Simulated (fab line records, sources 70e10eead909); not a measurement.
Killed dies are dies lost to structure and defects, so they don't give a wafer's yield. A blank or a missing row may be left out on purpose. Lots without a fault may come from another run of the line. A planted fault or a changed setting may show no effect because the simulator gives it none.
Which tool did it? | flow nand_harc | 15 lots, 45 wafers sampled, at 2 steps of a route of 1302

WHAT THE GAUGES READ, wafer by wafer
NHARC_A_SLIT_CD_MEAS_21. Usual: cd_nm 289.9 nm, standard deviation 0.93.
lot  | measured     | on        | cd_nm (nm)        | flag
L423 | day 20 08:14 | cd_sem-02 | 290.3 290.1 289.8 |
L426 | day 20 14:14 | cd_sem-01 | 289.3 288.7 288.9 |
L425 | day 20 22:16 | cd_sem-02 | 289.8 290.1 290.7 |
L428 | day 22 16:59 | cd_sem-03 | 290.9 290.5 290.4 |
L430 | day 23 09:05 | cd_sem-02 | 289.7 289.3 289.1 |
L431 | day 24 05:08 | cd_sem-02 | 291.5 291.0 290.8 |
L437 | day 25 10:41 | cd_sem-01 | 289.2 289.6 288.5 |
L435 | day 25 12:29 | cd_sem-01 | 290.8 290.7 291.6 |
L439 | day 26 09:20 | cd_sem-03 | 289.1 287.5 288.0 |
L441 | day 27 10:51 | cd_sem-02 | 289.1 288.6 288.8 |
L442 | day 27 10:50 | cd_sem-03 | 289.6 289.7 290.0 |
L440 | day 27 14:42 | cd_sem-01 | 289.9 290.2 289.9 |
L443 | day 27 21:26 | cd_sem-02 | 290.6 291.0 289.6 |
L445 | day 29 03:21 | cd_sem-01 | 289.3 288.8 288.4 |
L446 | day 29 21:58 | cd_sem-03 | 290.8 290.6 290.2 |

WHICH TOOL RAN EACH LOT (tool, then ch and the chambers of the sampled wafers, then the start)
lot  | NHARC_A_SLIT_STRIP_18
L423 | rie_diel-05 ch 0,1,3, day 20 08:14 or earlier
L426 | rie_diel-03 ch 0,1, day 20 14:14 or earlier
L425 | rie_diel-09 ch 1,3, day 20 22:16 or earlier
L428 | rie_diel-03 ch 0,1, day 22 16:59 or earlier
L430 | rie_diel-03 ch 1,3, day 23 09:05 or earlier
L431 | rie_diel-09 ch 0,3, day 24 05:08 or earlier
L437 | rie_diel-03 ch 1,2, day 25 10:41 or earlier
L435 | rie_diel-09 ch 0,2,3, day 25 12:29 or earlier
L439 | rie_diel-09 ch 0,1,3, day 26 09:20 or earlier
L441 | rie_diel-03 ch 0,1,2, day 27 10:51 or earlier
L442 | rie_diel-05 ch 1,2,3, day 27 10:50 or earlier
L440 | rie_diel-09 ch 0,1, day 27 14:42 or earlier
L443 | rie_diel-09 ch 2,3, day 27 21:26 or earlier
L445 | rie_diel-05 ch 1,2,3, day 29 03:21 or earlier
L446 | rie_diel-05 ch 0,2,3, day 29 21:58 or earlier
- NHARC_A_SLIT_STRIP_18: strips in O2.

WHAT THE TOOLS THEMSELVES READ (means of the sampled wafers that have a number; where no wafer has one, the mark that the record gives instead)
NHARC_A_SLIT_STRIP_18. Usual: drypump_motor_current_A 5.6 A, standard deviation 0.33; oes_product_au 1.003 a.u., standard deviation 0.0092; rf_vpp_V 58.0 V, standard deviation 0.89; showerhead_plenum_p_Torr 3.57 Torr, standard deviation 0.13; throttle_valve_pct 17.035 %, standard deviation 0.0088.
lot  | tool        | drypump_motor_current_A (A) | oes_product_au (a.u.) | rf_vpp_V (V) | showerhead_plenum_p_Torr (Torr) | throttle_valve_pct (%) | flag
L423 | rie_diel-05 | 5.4                         | 1.008                 | 57.7         | 3.58                            | 17.025                 |
L426 | rie_diel-03 | 5.8                         | 1.002                 | 57.8         | 3.50                            | 17.034                 |
L425 | rie_diel-09 | 5.9                         | 0.994                 | 58.3         | 3.58                            | 17.031                 |
L428 | rie_diel-03 | 5.6                         | 1.007                 | 58.1         | 3.44                            | 17.042                 |
L430 | rie_diel-03 | 5.3                         | 1.004                 | 57.8         | 3.47                            | 17.033                 |
L431 | rie_diel-09 | 6.0                         | 1.001                 | 58.6         | 3.62                            | 17.037                 |
L437 | rie_diel-03 | 5.5                         | 1.015                 | 57.1         | 3.49                            | 17.032                 |
L435 | rie_diel-09 | 5.7                         | 1.001                 | 58.0         | 3.65                            | 17.036                 |
L439 | rie_diel-09 | 5.7                         | 0.991                 | 58.8         | 3.61                            | 17.036                 |
L441 | rie_diel-03 | 5.7                         | 1.012                 | 58.0         | 3.55                            | 17.038                 |
L442 | rie_diel-05 | 5.3                         | 0.999                 | 58.4         | 3.51                            | 17.038                 |
L440 | rie_diel-09 | 5.5                         | 0.997                 | 58.2         | 3.59                            | 17.033                 |
L443 | rie_diel-09 | 5.6                         | 0.996                 | 58.2         | 3.65                            | 17.036                 |
L445 | rie_diel-05 | 5.2                         | 1.011                 | 57.6         | 3.51                            | 17.043                 |
L446 | rie_diel-05 | 5.5                         | 1.005                 | 58.1         | 3.49                            | 17.041                 |

THE ANSWER, worked out from the rows above alone
Rule: a lot is off if the mean of its wafers that have a number lies more than 3 standard deviations from the usual mean. A lot without any number at a reading at which 4 lots or more have one is off too. The other lots that the step has rows for count as sound. The gauges are gone through in route order, then the tools' own readings, and for those a lot's mean is taken as printed above. The first step at which some lot is off is used, and at that step the reading that is off furthest; a lot without a number counts as furthest.
No lot is off at any reading shown: from this, nothing can be told.

WHAT THE SIMULATOR HAD PUT IN
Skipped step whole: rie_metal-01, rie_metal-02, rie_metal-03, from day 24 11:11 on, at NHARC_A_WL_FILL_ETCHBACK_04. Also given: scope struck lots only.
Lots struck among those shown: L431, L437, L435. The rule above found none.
